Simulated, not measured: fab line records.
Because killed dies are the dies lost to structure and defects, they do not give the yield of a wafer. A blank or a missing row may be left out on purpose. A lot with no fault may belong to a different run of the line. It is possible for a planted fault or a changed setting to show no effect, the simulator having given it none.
Matching of chambers / flow nand harc / ald hk-01 running NHARC_A_CHANNEL_FILL_D2_ALD_02: 4 sister chambers
The step deposits SiO2, target thk 6 nm, pulse time 10 s, ald cycles 60. 22 wafers are shown with their chamber, then 11 later ones without.

WAFERS PAIRED WITH THEIR CHAMBERS
wafer=L076.2; chamber=1; heater power w (W)=442; precursor pulse height rel=0.956
wafer=L076.4; chamber=2; heater power w (W)=460; precursor pulse height rel=1.004
wafer=L076.5; chamber=2; heater power w (W)=456; precursor pulse height rel=0.994
wafer=L075.2; chamber=1; heater power w (W)=434; precursor pulse height rel=1.009
wafer=L075.3; chamber=0; heater power w (W)=415; precursor pulse height rel=1.002
wafer=L075.5; chamber=0; heater power w (W)=407; precursor pulse height rel=1.003
wafer=L079.1; chamber=0; heater power w (W)=414; precursor pulse height rel=1.027
wafer=L079.2; chamber=2; heater power w (W)=449; precursor pulse height rel=0.976
wafer=L079.4; chamber=1; heater power w (W)=434; precursor pulse height rel=0.994
wafer=L080.1; chamber=1; heater power w (W)=441; precursor pulse height rel=1.020
wafer=L080.3; chamber=0; heater power w (W)=413; precursor pulse height rel=0.979
wafer=L080.5; chamber=3; heater power w (W)=518; precursor pulse height rel=1.012
wafer=L082.1; chamber=0; heater power w (W)=415; precursor pulse height rel=0.984
wafer=L082.3; chamber=2; heater power w (W)=452; precursor pulse height rel=0.970
wafer=L082.6; chamber=3; heater power w (W)=523; precursor pulse height rel=0.980
wafer=L081.1; chamber=3; heater power w (W)=516; precursor pulse height rel=1.012
wafer=L081.3; chamber=0; heater power w (W)=421; precursor pulse height rel=0.984
wafer=L081.4; chamber=1; heater power w (W)=438; precursor pulse height rel=1.007
wafer=L083.1; chamber=2; heater power w (W)=460; precursor pulse height rel=0.979
wafer=L083.4; chamber=3; heater power w (W)=532; precursor pulse height rel=1.015
wafer=L083.6; chamber=2; heater power w (W)=458; precursor pulse height rel=1.010
wafer=L085.1; chamber=2; heater power w (W)=449; precursor pulse height rel=0.980

SIGNATURES (averages over the wafers above)
reading=heater power w; chamber 0=414.17; chamber 1=437.80; chamber 2=454.86; chamber 3=522.25; scatter within a chamber=5.01
reading=precursor pulse height rel; chamber 0=0.99650; chamber 1=0.99720; chamber 2=0.98757; chamber 3=1.00475; scatter within a chamber=0.0187
Rule: for a wafer and a chamber, the distance is found by dividing, reading by reading, the gap between the wafer's reading and the chamber's mean by the reading's scatter, squaring, summing and taking the root. If the next closest chamber is less than 2 further off than the closest, the wafer can't be placed; otherwise it belongs to the closest. How the scatter is found: for the shown wafers, subtract from each reading the mean of its chamber, square and add these, divide the total by (wafers less chambers), then take the root.

WAFERS WITHOUT THEIR CHAMBER
wafer=L085.2; heater power w (W)=515; precursor pulse height rel=0.979
wafer=L085.3; heater power w (W)=441; precursor pulse height rel=1.017
wafer=L092.2; heater power w (W)=508; precursor pulse height rel=1.013
wafer=L092.4; heater power w (W)=450; precursor pulse height rel=0.999
wafer=L092.6; heater power w (W)=451; precursor pulse height rel=1.021
wafer=L091.3; heater power w (W)=442; precursor pulse height rel=0.983
wafer=L091.4; heater power w (W)=457; precursor pulse height rel=1.038
wafer=L091.6; heater power w (W)=434; precursor pulse height rel=0.989
wafer=L096.1; heater power w (W)=396; precursor pulse height rel=1.001
wafer=L096.2; heater power w (W)=464; precursor pulse height rel=0.975
wafer=L096.3; heater power w (W)=513; precursor pulse height rel=0.966

THE CHAMBER EACH PASSED THROUGH
wafer=L085.2; from the rows above=3; in truth=3
wafer=L085.3; from the rows above=can't be placed: 1 or 2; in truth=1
wafer=L092.2; from the rows above=3; in truth=3
wafer=L092.4; from the rows above=can't be placed: 2 or 1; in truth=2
wafer=L092.6; from the rows above=can't be placed: 2 or 1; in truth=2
wafer=L091.3; from the rows above=can't be placed: 1 or 2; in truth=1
wafer=L091.4; from the rows above=can't be placed: 2 or 1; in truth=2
wafer=L091.6; from the rows above=1; in truth=1
wafer=L096.1; from the rows above=0; in truth=0
wafer=L096.2; from the rows above=2; in truth=2
wafer=L096.3; from the rows above=3; in truth=3
Correct placement for 6 of the 11. Can't be placed from these rows: 5 (the true chamber is among the candidates in 5). 0 placed wrongly.
